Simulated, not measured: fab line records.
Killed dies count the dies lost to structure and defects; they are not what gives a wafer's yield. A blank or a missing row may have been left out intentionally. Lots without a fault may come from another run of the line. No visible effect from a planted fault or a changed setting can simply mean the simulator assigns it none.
Chamber matching | flow n5Finfet | N5_BEOL_M2_ETCH_77 on rieDiel-04 has 4 sister chambers
The step etches underlayer in N2/H2, target depth 6.5 nm, time 5.2 s. 24 wafers are shown with their chamber, then 12 later ones without.

== WAFERS PAIRED WITH THEIR CHAMBERS ==
wafer  | chamber | showerheadPlenumPTorr (Torr) | drypumpMotorCurrentA (A) | oesProductAu (a.u.)
L075.1 | 2       | 2.48                         | 6.3                      | 0.73
L075.4 | 1       | 2.44                         | 5.8                      | 0.63
L075.6 | 1       | 2.45                         | 5.9                      | 0.64
L076.2 | 2       | 2.48                         | 6.3                      | 0.75
L076.3 | 0       | 2.63                         | 5.7                      | 0.59
L076.4 | 1       | 2.44                         | 5.8                      | 0.65
L079.1 | 2       | 2.48                         | 6.3                      | 0.74
L079.2 | 1       | 2.44                         | 5.9                      | 0.64
L079.3 | 0       | 2.63                         | 5.8                      | 0.58
L079.4 | 3       | 2.54                         | 5.1                      | 0.66
L079.5 | 0       | 2.63                         | 5.7                      | 0.57
L079.6 | 1       | 2.44                         | 5.9                      | 0.62
L083.1 | 0       | 2.62                         | 5.7                      | 0.57
L083.5 | 1       | 2.44                         | 5.9                      | 0.62
L083.6 | 2       | 2.48                         | 6.3                      | 0.73
L084.1 | 2       | 2.48                         | 6.3                      | 0.72
L084.2 | 1       | 2.44                         | 5.9                      | 0.62
L084.4 | 3       | 2.54                         | 5.0                      | 0.66
L085.1 | 0       | 2.62                         | 5.7                      | 0.57
L085.2 | 2       | 2.47                         | 6.3                      | 0.72
L085.3 | 3       | 2.54                         | 5.1                      | 0.65
L085.4 | 1       | 2.44                         | 5.9                      | 0.62
L085.5 | 1       | 2.44                         | 5.9                      | 0.63
L085.6 | 2       | 2.47                         | 6.3                      | 0.73

SIGNATURES (averages over the wafers above)
reading               | chamber 0 | chamber 1 | chamber 2 | chamber 3 | scatter within a chamber
showerheadPlenumPTorr | 2.6260    | 2.4411    | 2.4771    | 2.5400    | 0.00419
drypumpMotorCurrentA  | 5.720     | 5.878     | 6.300     | 5.067     | 0.0389
oesProductAu          | 0.5760    | 0.6300    | 0.7314    | 0.6567    | 0.0102
Rule: distance of a wafer from a chamber = root of the sum over the readings of ((wafer's reading minus chamber's mean) / reading's scatter) squared. If the next closest chamber is less than 2 further off than the closest, the wafer can't be placed; otherwise it belongs to the closest. The scatter is the square root of a quotient: the sum, over the shown wafers, of each reading's squared deviation from its chamber's mean, divided by wafers minus chambers.

== WAFERS WHOSE CHAMBER IS MISSING ==
wafer  | showerheadPlenumPTorr (Torr) | drypumpMotorCurrentA (A) | oesProductAu (a.u.)
L087.2 | 2.54                         | 5.1                      | 0.64
L087.4 | 2.62                         | 5.8                      | 0.58
L087.5 | 2.54                         | 5.1                      | 0.64
L090.1 | 2.47                         | 6.3                      | 0.71
L090.4 | 2.62                         | 5.7                      | 0.57
L090.5 | 2.54                         | 5.1                      | 0.64
L092.1 | 2.47                         | 6.3                      | 0.71
L092.2 | 2.53                         | 5.1                      | 0.65
L092.5 | 2.47                         | 6.3                      | 0.71
L097.1 | 2.43                         | 5.8                      | 0.61
L097.2 | 2.47                         | 6.3                      | 0.69
L097.5 | 2.53                         | 5.1                      | 0.63

== THE CHAMBER EACH PASSED THROUGH ==
wafer  | from the rows above | in truth
L087.2 | 3                   | 3
L087.4 | 0                   | 0
L087.5 | 3                   | 3
L090.1 | 2                   | 2
L090.4 | 0                   | 0
L090.5 | 3                   | 3
L092.1 | 2                   | 2
L092.2 | 3                   | 3
L092.5 | 2                   | 2
L097.1 | 1                   | 1
L097.2 | 2                   | 2
L097.5 | 3                   | 3
Correctly placed: 12 of 12. From these rows, 0 cannot be placed. Number placed wrongly: 0.
